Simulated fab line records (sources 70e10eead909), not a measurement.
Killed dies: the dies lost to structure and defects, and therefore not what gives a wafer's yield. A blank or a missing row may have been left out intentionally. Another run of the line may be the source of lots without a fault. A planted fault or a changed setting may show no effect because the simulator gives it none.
What tool caused it? -- flow nand_harc -- 12 lots with 36 wafers sampled at 6 steps, on a route of 1302 steps

WHAT EACH GAUGE READ, for each wafer
NHARC_P_GATE_CD_MEAS_33. Usual: 121.0 nm for cd_nm, sd 2.5.
lot,measured,on,cd_nm (nm),flag
L712,day 5 00:10,cd_sem-01,118.9 122.9 119.2,
L713,day 5 13:59,cd_sem-02,123.9 121.7 123.8,
L714,day 5 21:46,cd_sem-03,123.0 121.7 122.8,
L715,day 6 08:04,cd_sem-01,123.8 121.1 119.2,
L716,day 6 19:40,cd_sem-01,120.3 119.8 119.1,
L718,day 7 22:24,cd_sem-03,122.6 118.2 122.1,
L721,day 8 21:52,cd_sem-02,120.4 124.6 118.2,
L729,day 12 01:12,cd_sem-03,119.9 121.1 120.7,
L730,day 12 13:37,cd_sem-03,117.2 120.1 123.7,
L733,day 13 14:07,cd_sem-02,119.7 117.9 119.8,
L734,day 14 03:54,cd_sem-02,116.6 121.0 121.0,
L735,day 14 12:09,cd_sem-01,122.4 121.9 121.1,

NHARC_P_GATE_CD_MEAS_91: the cd target is 2000 nm. Usual: 1999.8 nm for cd_nm, sd 1.9.
lot,measured,on,cd_nm (nm),flag
L712,day 5 14:43,cd_sem-01,1997.2 1996.8 1998.9,
L713,day 6 04:25,cd_sem-02,1996.8 1999.9 1995.7,
L714,day 6 11:56,cd_sem-01,2000.5 1996.7 1998.6,
L715,day 6 22:24,cd_sem-02,1997.8 1996.8 1999.5,
L716,day 7 10:01,cd_sem-01,1998.7 2001.1 2000.7,
L718,day 8 12:38,cd_sem-03,2004.8 2000.4 2003.2,
L721,day 9 12:19,cd_sem-02,1976.9 1976.7 1979.1 1976.3 1976.9 1979.7,OFF
L729,day 12 15:35,cd_sem-02,1999.4 2001.4 2003.6,
L730,day 13 04:07,cd_sem-02,1999.9 2000.7 2004.4,
L733,day 14 04:50,cd_sem-02,1997.8 1999.6 2000.3,
L734,day 14 18:40,cd_sem-01,1999.4 1999.9 1999.5,
L735,day 15 02:22,cd_sem-03,1999.0 2001.1 2001.5,

NHARC_END_SORT_01. Usual: killed_at_array 59, standard deviation 24; killed_at_other 0.7, standard deviation 1.2; killed_at_periphery 3.5, standard deviation 2.6; killed_dies 63, standard deviation 24; killed_open 3.2, standard deviation 2.1; killed_short 2.4, standard deviation 1.5.
lot,measured,on,killed_at_array,killed_at_other,killed_at_periphery,killed_dies,killed_open,killed_short,flag
L716,day 25 05:32,prober-02,23 36 27,0 0 0,3 3 3,26 39 30,1 2 8,1 7 2,
L721,day 28 20:40,prober-01,61 63 60,3 0 0,3 1 3,67 64 63,2 4 3,2 1 1,
L729,day 33 00:58,prober-01,43 41,0 1,2 3,45 45,1 4,2 2,
L730,day 32 01:13,prober-01,93 100 92,2 0 0,5 1 1,100 101 93,6 6 2,1 6 0,
L733,day 33 10:25,prober-01,23,0,2,25,3,2,
L734,day 33 22:07,prober-01,68 68 74,0 1 2,1 3 6,69 72 82,3 2 1,0 2 1,
L735,day 34 11:32,prober-02,54 41 46,2 1 0,2 2 2,58 44 48,1 1 3,3 3 3,

EACH LOT AND THE TOOL THAT RAN IT (in order: tool; ch and the chambers of the sampled wafers; start)
lot,NHARC_P_GATE_EXPOSE_88,NHARC_P_GATE_DESCUM_93,NHARC_P_GATE_RTA_64
L712,"krf_scanner-02 ch 0, day 5 14:34","rie_diel-12 ch 0,3, day 5 14:53","rtp_anneal-01 ch 0, day 5 16:35"
L713,"krf_scanner-02 ch 0, day 6 04:15","rie_diel-10 ch 1,2,3, day 6 04:35","rtp_anneal-01 ch 0, day 6 06:13"
L714,"krf_scanner-01 ch 0, day 6 11:47","rie_diel-02 ch 0,1,2, day 6 12:07","rtp_anneal-02 ch 0, day 6 13:47"
L715,"krf_scanner-03 ch 0, day 6 22:14","rie_diel-02 ch 1,2, day 6 22:34","rtp_anneal-01 ch 0, day 7 00:14"
L716,"krf_scanner-01 ch 0, day 7 09:52","rie_diel-10 ch 2,3, day 7 10:13","rtp_anneal-02 ch 0, day 7 12:22"
L718,"krf_scanner-01 ch 0, day 8 12:28","rie_diel-10 ch 0,2, day 8 12:48","rtp_anneal-02 ch 0, day 8 14:27"
L721,"krf_scanner-01 ch 0, day 9 12:10","rie_diel-02 ch 1,2,3, day 9 14:04","rtp_anneal-02 ch 0, day 9 15:51"
L729,"krf_scanner-02 ch 0, day 12 15:26","rie_diel-10 ch 0,2,3, day 12 15:44","rtp_anneal-02 ch 0, day 12 17:26"
L730,"krf_scanner-03 ch 0, day 13 03:58","rie_diel-12 ch 1,2, day 13 04:16","rtp_anneal-02 ch 0, day 13 05:57"
L733,"krf_scanner-01 ch 0, day 14 04:41","rie_diel-12 ch 0,1,2, day 14 05:01","rtp_anneal-01 ch 0, day 14 06:54"
L734,"krf_scanner-03 ch 0, day 14 18:31","rie_diel-10 ch 0,1,2, day 14 18:50","rtp_anneal-02 ch 0, day 14 20:29"
L735,"krf_scanner-03 ch 0, day 15 02:13","rie_diel-12 ch 0,2,3, day 15 02:31","rtp_anneal-02 ch 0, day 15 04:11"
- NHARC_P_GATE_EXPOSE_88: exposes mask P HVN, target cd 2000 nm.
- NHARC_P_GATE_DESCUM_93: chemistry O2, time 3 s.
- NHARC_P_GATE_RTA_64: time 1 s.

AS READ BY THE TOOLS THEMSELVES (means over the sampled wafers that have a number; for cases with no such wafer, the mark the record gives instead)
NHARC_P_GATE_DESCUM_93. Usual: drypump_motor_current_A 5.7 A, standard deviation 0.52; oes_product_au 1.000 a.u., standard deviation 0.011; rf_vpp_V 57.8 V, standard deviation 0.82; showerhead_plenum_p_Torr 1.92 Torr, standard deviation 0.078; throttle_valve_pct 11.312 %, standard deviation 0.0093.
lot,tool,drypump_motor_current_A (A),oes_product_au (a.u.),rf_vpp_V (V),showerhead_plenum_p_Torr (Torr),throttle_valve_pct (%),flag
L712,rie_diel-12,5.4,1.022,57.6,2.00,11.312,
L713,rie_diel-10,6.2,0.994,58.1,1.91,11.308,
L714,rie_diel-02,5.7,0.985,56.7,1.89,11.312,
L715,rie_diel-02,5.7,0.992,57.9,1.85,11.300,
L716,rie_diel-10,6.1,0.987,58.0,1.91,11.318,
L718,rie_diel-10,6.3,1.003,56.8,1.90,11.311,
L721,rie_diel-02,5.8,0.987,57.6,1.82,11.307,
L729,rie_diel-10,6.3,0.995,58.1,1.93,11.312,
L730,rie_diel-12,5.0,1.012,58.7,1.96,11.301,
L733,rie_diel-12,5.3,1.014,57.6,1.98,11.313,
L734,rie_diel-10,6.4,1.002,57.8,1.89,11.313,
L735,rie_diel-12,5.1,0.998,58.0,1.97,11.319,

NHARC_P_GATE_RTA_64. Usual: lamp_power_pct 35.3 %, standard deviation 1.1; wafer_temp_C_max 1054.5, standard deviation 0.96.
lot,tool,lamp_power_pct (%),wafer_temp_C_max,flag
L712,rtp_anneal-01,36.4,1054.0,
L713,rtp_anneal-01,36.4,1054.6,
L714,rtp_anneal-02,34.2,1055.0,
L715,rtp_anneal-01,36.4,1054.0,
L716,rtp_anneal-02,34.1,1054.3,
L718,rtp_anneal-02,34.1,1055.3,
L721,rtp_anneal-02,34.1,1053.8,
L729,rtp_anneal-02,34.0,1054.7,
L730,rtp_anneal-02,34.1,1055.2,
L733,rtp_anneal-01,36.3,1054.2,
L734,rtp_anneal-02,34.1,1055.2,
L735,rtp_anneal-02,34.1,1054.8,

THE ANSWER, worked out from the rows above alone
Rule: lot off if the mean of its wafers having a number is beyond 3 standard deviations from the usual mean. Also off: a lot with no number at a reading for which 4 or more lots have one. All remaining lots with rows at the step are treated as sound. The gauges are gone through in route order, then the tools' own readings, and for those a lot's mean is taken as printed above. The first step at which some lot is off is used, and at that step the reading that is off furthest; a lot without a number counts as furthest.
Off: L721 (NHARC_P_GATE_CD_MEAS_91, cd_nm).
If a tool, at a process step before that reading, ran all the lots that are off and no sound lot after the first of them, it fits. Gauges at NHARC_P_GATE_CD_MEAS_91: tried the same way as those tools. Not one of the candidates tried fits.

WHAT THE SIMULATOR PUT IN
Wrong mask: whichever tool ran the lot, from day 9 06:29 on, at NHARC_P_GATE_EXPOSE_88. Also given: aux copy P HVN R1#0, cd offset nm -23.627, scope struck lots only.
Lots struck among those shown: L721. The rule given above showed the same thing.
